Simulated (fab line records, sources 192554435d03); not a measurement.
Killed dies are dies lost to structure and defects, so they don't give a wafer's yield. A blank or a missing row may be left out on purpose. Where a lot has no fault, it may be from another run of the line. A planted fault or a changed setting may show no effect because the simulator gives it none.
Lot-split experiment | flow n5 finfet | on a route of 1938 steps: 7 lots, 21 wafers read

== SPLIT DETAILS ==
At N5_BEOL_M0_SAQP_ETCH_106 (etches SOC in N2/H2, stops on SiNx, target depth 150 nm), the setting target depth a was moved away from the recipe's 1500 angstrom on 8 of the 21 wafers read, by -11.7% to +9.8%. For the rest of the wafers, this setting stayed at what the recipe calls for.

The split's own step is where the reading is taken.

== THE READING ==
SOC_of_BEOL_M0_SAQP_COAT_105.thk nm (the simulator's own value, which no gauge read), in nm, at N5_BEOL_M0_SAQP_ETCH_106 (etches SOC in N2/H2, stops on SiNx, target depth 150 nm). There is no usual value for it anywhere in the file. Across the 13 wafers here that went through the recipe, the average is 25.7 nm and the standard deviation 1.6 nm.

wafer  | tool, chamber at the split | target depth a as run, angstrom | against the recipe | SOC_of_BEOL_M0_SAQP_COAT_105.thk nm, nm | against lot-mates on the recipe
L076.2 | rie diel-01, 0             | 1637                            | +9.1%              | 20.2                                    | -3.7
L076.3 | rie diel-01, 2             | 1500                            | recipe             | 23.6                                    | -
L076.4 | rie diel-01, 1             | 1500                            | recipe             | 24.2                                    | -
L078.1 | rie diel-06, 0             | 1500                            | recipe             | 27.2                                    | -
L078.4 | rie diel-06, 0             | 1500                            | recipe             | 27.2                                    | -
L078.6 | rie diel-06, 3             | 1647                            | +9.8%              | 14.6                                    | -12.6
L079.1 | rie diel-06, 0             | 1500                            | recipe             | 26.4                                    | -
L079.2 | rie diel-06, 2             | 1419                            | -5.4%              | 28.8                                    | +3.2
L079.4 | rie diel-06, 2             | 1500                            | recipe             | 24.8                                    | -
L084.1 | rie diel-06, 1             | 1614                            | +7.6%              | 20.4                                    | -6.9
L084.3 | rie diel-06, 0             | 1500                            | recipe             | 28.4                                    | -
L084.6 | rie diel-06, 2             | 1500                            | recipe             | 26.2                                    | -
L087.1 | rie diel-06, 0             | 1617                            | +7.8%              | 21                                      | -6.4
L087.4 | rie diel-06, 3             | 1617                            | +7.8%              | 16.4                                    | -11.0
L087.5 | rie diel-06, 0             | 1500                            | recipe             | 27.4                                    | -
L088.1 | rie diel-01, 3             | 1500                            | recipe             | 23.2                                    | -
L088.5 | rie diel-01, 1             | 1500                            | recipe             | 24.8                                    | -
L088.6 | rie diel-01, 2             | 1500                            | recipe             | 23.8                                    | -
L090.3 | rie diel-06, 1             | 1500                            | recipe             | 26.8                                    | -
L090.5 | rie diel-06, 1             | 1325                            | -11.7%             | 34.4                                    | +7.6
L090.6 | rie diel-06, 0             | 1325                            | -11.7%             | 36.6                                    | +9.8

THE FIT
A straight line over all 21 wafers: SOC_of_BEOL_M0_SAQP_COAT_105.thk nm changes by -0.837 nm for each +1% of target depth a; r = -0.94; the points scatter about the line by 1.8 nm.
The same after taking each lot's own level away (the mean of its wafers on the recipe; 21 wafers): -0.848 nm for each +1%; r = -0.94; scatter 1.8 nm.
That fit puts the effect of the largest move of target depth a on the reading at 9.9 nm.
The span of the lots' own levels, 23.90 to 27.40 nm, comes to 2.1 times the standard deviation stated above.
The two slopes agree, so the slope changes little with the lot-to-lot level.
Check: for one of the wafers moved furthest among these (-11.7%), held out of the fit, the line's prediction against its lot-mates is +10.2 nm. It came out at +7.6 nm against them.

== OTHER SPLITS APPLIED TO THESE WAFERS ==
Other splits were also applied to these wafers ahead of the reading. Each is held against what the fit with the lots' levels taken away leaves over:
other split on the same wafers       | wafers away from the commonest value | r with SOC_of_BEOL_M0_SAQP_COAT_105.thk nm (lot level and that fit taken away)
N5_HKMG_FIN_EXPOSE_46 dose mj        | 11                                   | -0.08
N5_HKMG_FIN_ETCH_58 source w         | 6                                    | +0.09
N5_HKMG_FIN_COAT_29 spin rpm         | 5                                    | -0.39
N5_MOL_CONTACT_COAG_COAT_02 spin rpm | 7                                    | +0.21
N5_BEOL_M0_SAQP_PECVD_04 time s      | 8                                    | -0.10
N5_BEOL_M0_SAQP_EXPOSE_11 dose mj    | 5                                    | +0.30

== FILE'S OWN FIT ==
SOC_of_BEOL_M0_SAQP_COAT_105.thk nm changes by -0.855 nm for each +1% of target depth a, r = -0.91.
